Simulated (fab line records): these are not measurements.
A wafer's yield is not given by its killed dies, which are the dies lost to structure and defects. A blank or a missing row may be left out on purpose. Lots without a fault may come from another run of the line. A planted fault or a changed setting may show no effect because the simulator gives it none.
2 desks, one fault || flow n5Finfet || only its own numbers are on each desk; what lay behind them is given at the end

## TOOL OWNER'S DESK, pecvd-02
The tool's own readings at N5_BEOL_M6_ILD_DEP_00 (deposits SiCOH lowk from DEMS/porogen, target thk 179.75 nm, time 33.4 s): means of the sampled wafers that have a number, for each lot that ran on this tool. A lot is out of limits, marked OUT, if its mean lies more than 4 standard deviations from the usual mean; the brackets give that distance.
Columns: A = heaterPowerW at N5_BEOL_M6_ILD_DEP_00, usual 283 W; B = rfFwdPowerW at N5_BEOL_M6_ILD_DEP_00, usual 495.4 W; C = showerheadPlenumPTorr at N5_BEOL_M6_ILD_DEP_00, usual 5.733 Torr; D = throttleValvePct at N5_BEOL_M6_ILD_DEP_00, usual 13.4 %
{"lot": "L796", "first seen here": "day 8 07:15", "A": 305, "B": 495.1, "C": 5.730, "D": 13.3}
{"lot": "L797", "first seen here": "day 9 14:13", "A": 308, "B": 493.9, "C": 5.723, "D": 13.2}
{"lot": "L801", "first seen here": "day 10 19:26", "A": 320, "B": 495.4, "C": 5.730, "D": 13.5}
{"lot": "L810", "first seen here": "day 12 07:03", "A": 311, "B": 496.0, "C": 5.726, "D": 13.5}
{"lot": "L812", "first seen here": "day 12 20:20", "A": 305, "B": 494.6, "C": 5.727, "D": 13.2}
Finding of this desk: none of the 5 lots has anything out of limits.

## AT THE METROLOGY DESK
Lot by lot, what the gauges showed, no matter which tool ran the lot: averages of those sampled wafers that carry a number. A lot is out of limits, marked OUT, if its mean lies more than 4 standard deviations from the usual mean; the brackets give that distance. Of its 11 readings 7 are shown: the one that was out of limits first, and those that lie furthest out on some lot.
Columns: A = DIBL_P at N5_BEOL_M4_RC_MEAS_101, usual 36.7 mV/V; B = IOFF_N at N5_BEOL_M4_RC_MEAS_101, usual 0.17 nA/um; C = IOFF_P at N5_BEOL_M4_RC_MEAS_101, usual 0.22 nA/um; D = ION_P at N5_BEOL_M4_RC_MEAS_101, usual 462 uA/um; E = SS_P at N5_BEOL_M4_RC_MEAS_101, usual 73.4 mV/dec; F = VT_P at N5_BEOL_M4_RC_MEAS_101, usual -250 mV; G = M6_ILD_THK at N5_BEOL_M6_THK_MEAS_01, usual 155.3 nm
{"lot": "L796", "first seen here": "day 7 19:36", "A": 33.1, "B": 0.12, "C": 0.18, "D": 464, "E": 72.9, "F": -251, "G": 155.9}
{"lot": "L797", "first seen here": "day 8 12:59", "A": 39.1, "B": 0.20, "C": 0.29, "D": 473, "E": 73.9, "F": -245, "G": 155.9}
{"lot": "L798", "first seen here": "day 8 13:00", "A": 36.5, "B": 0.14, "C": 0.18, "D": 457, "E": 73.6, "F": -257, "G": 156.4}
{"lot": "L801", "first seen here": "day 10 03:57", "A": 38.8, "B": 0.18, "C": 0.28, "D": 466, "E": 73.7, "F": -245, "G": 152.3}
{"lot": "L810", "first seen here": "day 11 17:02", "A": 36.4, "B": 0.16, "C": 0.18, "D": 454, "E": 73.4, "F": -254, "G": "284.8 (+68) OUT"}
{"lot": "L812", "first seen here": "day 12 05:14", "A": 35.0, "B": 0.15, "C": 0.18, "D": 452, "E": 72.6, "F": -253, "G": "286.8 (+69) OUT"}
{"lot": "L815", "first seen here": "day 13 10:12", "A": 37.5, "B": 0.15, "C": 0.23, "D": 465, "E": 73.5, "F": -248, "G": 157.2}
{"lot": "L817", "first seen here": "day 14 04:26", "A": 34.9, "B": 0.13, "C": 0.16, "D": 454, "E": 72.4, "F": -255, "G": 156.7}
{"lot": "L816", "first seen here": "day 14 08:50", "A": 37.2, "B": 0.16, "C": 0.21, "D": 457, "E": 73.7, "F": -254, "G": 154.1}
Per this desk, out of limits: L810, L812; the first was L810, day 12 07:37 (M6_ILD_THK at N5_BEOL_M6_THK_MEAS_01). Within limits: L796, L797, L798, L801, L815, L817, L816.

## PUT TOGETHER
The metrology desk could have raised an alarm at day 12 07:37, on L810, L812.
Nothing out of limits was seen by the tool owner's desk.
On record at the tool owner's desk: L810, L812, within its limits.
The lots listed all ran N5_BEOL_M6_ILD_DEP_00 on pecvd-02.

## WHAT HAD BEEN PUT IN BY THE SIMULATOR
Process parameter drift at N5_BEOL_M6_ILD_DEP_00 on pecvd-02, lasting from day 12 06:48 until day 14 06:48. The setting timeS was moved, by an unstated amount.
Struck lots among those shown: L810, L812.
Time in hours between the start of the fault and the first out-of-limits reading at each desk: metrology desk, 1.
